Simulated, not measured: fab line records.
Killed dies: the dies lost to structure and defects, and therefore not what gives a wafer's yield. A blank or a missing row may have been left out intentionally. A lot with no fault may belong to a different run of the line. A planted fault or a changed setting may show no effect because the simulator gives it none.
Matching of chambers | flow nand_harc | NHARC_A_WL_FILL_ALD_10 on ald_hk-03 has 4 sister chambers
The step deposits SiO2, target thk 50 nm, pulse time 10 s, ald cycles 500. 22 wafers are shown with their chamber, then 11 later ones without.

== WAFERS PAIRED WITH THEIR CHAMBERS ==
wafer  | chamber | heater_power_w (W) | precursor_pulse_height_rel
L075.1 | 1       | 572                | 0.994
L075.4 | 2       | 407                | 1.030
L075.6 | 0       | 510                | 1.006
L079.4 | 2       | 415                | 0.989
L079.3 | 1       | 574                | 1.003
L079.5 | 3       | 485                | 0.976
L081.1 | 3       | 479                | 1.014
L081.4 | 2       | 402                | 1.024
L081.5 | 2       | 409                | 0.986
L082.1 | 0       | 503                | 1.005
L082.5 | 0       | 518                | 0.976
L082.6 | 1       | 575                | 1.004
L087.1 | 0       | 503                | 1.022
L087.3 | 2       | 414                | 1.004
L087.4 | 1       | 561                | 0.983
L087.2 | 3       | 466                | 0.991
L087.5 | 1       | 555                | 1.011
L087.6 | 0       | 518                | 0.991
L088.2 | 0       | 499                | 1.041
L088.4 | 2       | 398                | 1.010
L088.5 | 3       | 474                | 0.995
L092.3 | 1       | 568                | 0.982

SIGNATURES (means of the wafers above)
reading                    | chamber 0 | chamber 1 | chamber 2 | chamber 3 | scatter within a chamber
heater_power_w             | 508.50    | 567.50    | 407.50    | 476.00    | 7.7
precursor_pulse_height_rel | 1.00683   | 0.99617   | 1.00717   | 0.99400   | 0.0177
Rule: for a wafer and a chamber, the distance is found by dividing, reading by reading, the gap between the wafer's reading and the chamber's mean by the reading's scatter, squaring, summing and taking the root. The wafer belongs to the nearest chamber; if the next one is less than 2 further off, it can't be placed. The scatter: the root of (the sum of the squares of (reading less its chamber's mean) over the shown wafers, divided by (wafers less chambers)).

== WAFERS WITH NO CHAMBER GIVEN ==
wafer  | heater_power_w (W) | precursor_pulse_height_rel
L092.4 | 393                | 0.979
L092.1 | 508                | 1.013
L092.2 | 478                | 1.035
L092.6 | 550                | 1.008
L092.5 | 394                | 0.981
L095.3 | 574                | 1.001
L095.4 | 473                | 1.000
L095.6 | 587                | 1.027
L097.3 | 503                | 1.021
L097.5 | 409                | 1.003
L097.6 | 473                | 1.016

== THE CHAMBER EACH PASSED THROUGH ==
wafer  | from the rows above     | in truth
L092.4 | 2                       | 2
L092.1 | 0                       | 0
L092.2 | can't be placed: 3 or 0 | 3
L092.6 | 1                       | 1
L092.5 | 2                       | 2
L095.3 | 1                       | 1
L095.4 | 3                       | 3
L095.6 | 1                       | 1
L097.3 | 0                       | 0
L097.5 | 2                       | 2
L097.6 | 3                       | 3
Correct placement for 10 of the 11. Unplaceable from these rows: 1, with the true chamber sitting among the candidates in 1. Wrongly placed: 0.
